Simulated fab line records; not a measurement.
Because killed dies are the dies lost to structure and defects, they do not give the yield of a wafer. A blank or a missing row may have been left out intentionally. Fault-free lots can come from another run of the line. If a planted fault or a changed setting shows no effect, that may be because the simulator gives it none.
A struck lot beside a sound one	flow nand harc	18 steps out of a route of 1302
Sound: these wafers, L758.3, L758.5, L758.6. Struck: wafers L760.2, L760.4, L760.5. Last of all comes the cause.
At each step with rows: each side's tool, then ch and its chambers, then its first start. Under that, the readings that differ: sound wafers	struck wafers	difference of the means	sigmas: that difference in standard deviations of wafers without a fault.
alike: words and numbers the same on both sides, and readings whose means are apart by under 2 such deviations; not compared: readings that were withheld, readings missing a value for some wafer, numbers with overlapping values and no deviation given by the record, and bounds like >300 which may hide the same value.
Wherever a step has rows on one side only, a row that says differs or no value, or a row with sigmas, the two part there. Numbers that don't overlap but have no deviation are shown without sigmas and don't part them. Lack of a reading on every wafer of one side parts them only where that side has two or more wafers.

NHARC_P_GATE_ALD_36: deposits SiNx, target thk 20 nm, pulse time 60 s, ald cycles 223.
  sound on ald sin-03 ch 0,1,3, day 9 07:33; struck on ald sin-04 ch 0,2,3, day 9 17:45
  alike: heater power w, precursor pulse height rel
NHARC_P_GATE_ETCHBACK_37: etches the open film in CHF3/O2, target depth 34.5 nm, time 17.2 s.
  sound: rie diel-13 ch 1,2,3; struck: rie diel-13 ch 0,2,3
  alike: drypump motor current A, oes product au, rf vpp V, showerhead plenum p Torr, throttle valve pct
  not compared: rf hours counter h
NHARC_P_GATE_STRIP_101: strips in O2, time 20 s.
  sound on rie diel-13 ch 0,2,3, day 9 14:01; struck on rie diel-13 ch 1,2,3, day 10 01:15
  alike: drypump motor current A, oes product au, rf vpp V, showerhead plenum p Torr, throttle valve pct
  not compared: rf hours counter h
then, 9 steps without rows for these wafers: NHARC_P_GATE_PRECLEAN_97 (cleans in SPM, time 600 s); NHARC_P_GATE_SRD_98; NHARC_P_GATE_PRECLEAN_99 (cleans in SC1); NHARC_P_GATE_SRD_100; NHARC_P_GATE_DEHYDRATE_38 (time 120 s); NHARC_P_GATE_HMDS_39 (time 30 s); NHARC_P_GATE_COAT_40; NHARC_P_GATE_SOFTBAKE_41 (time 95 s); NHARC_P_GATE_EBR_42.
NHARC_P_GATE_EXPOSE_43: exposes mask P NSD, target cd 720 nm.
  sound on krf scanner-02 ch 0, day 9 14:47; struck on krf scanner-03 ch 0, day 10 02:01
reading	sound	struck	difference	sigmas
mask	P_NSD#0 P_NSD#0 P_NSD#0	P_NSD_R1#0 P_NSD_R1#0 P_NSD_R1#0	differs	
then, 2 steps without rows for these wafers: NHARC_P_GATE_PEB_44 (peb time 85 s); NHARC_P_GATE_DEVELOP_45 (time 70 s).
NHARC_P_GATE_CD_MEAS_46 targets a cd of 720 nm.
  sound on cd sem-01 ch 0, day 9 14:56; struck on cd sem-03 ch 0
reading	sound	struck	difference	sigmas
cd nm (nm)	717.5 718.7 719.0	705.5 707.4 706.5	-11.9	-5
  not compared: hold
NHARC_P_GATE_DESCUM_48: chemistry O2, time 3 s.
  sound on rie diel-13 ch 1,2, day 9 15:07; struck on rie diel-13 ch 0,2,3, day 10 05:30
reading	sound	struck	difference	sigmas
model.P_GATE.cd nm (nm)	717 718 719.7	704.5 706 706.6	-12.5	
  alike: drypump motor current A, oes product au, rf vpp V, showerhead plenum p Torr, throttle valve pct
  not compared: rf hours counter h
after that, 1 step had no rows for these wafers: NHARC_P_GATE_IMPLANT_49.

WHERE THEY PART
First at NHARC_P_GATE_EXPOSE_43; last, within this record, at NHARC_P_GATE_CD_MEAS_46. Later steps at which nothing parts them and some readings are alike: NHARC_P_GATE_DESCUM_48.

WHY: what had been put in by the simulator
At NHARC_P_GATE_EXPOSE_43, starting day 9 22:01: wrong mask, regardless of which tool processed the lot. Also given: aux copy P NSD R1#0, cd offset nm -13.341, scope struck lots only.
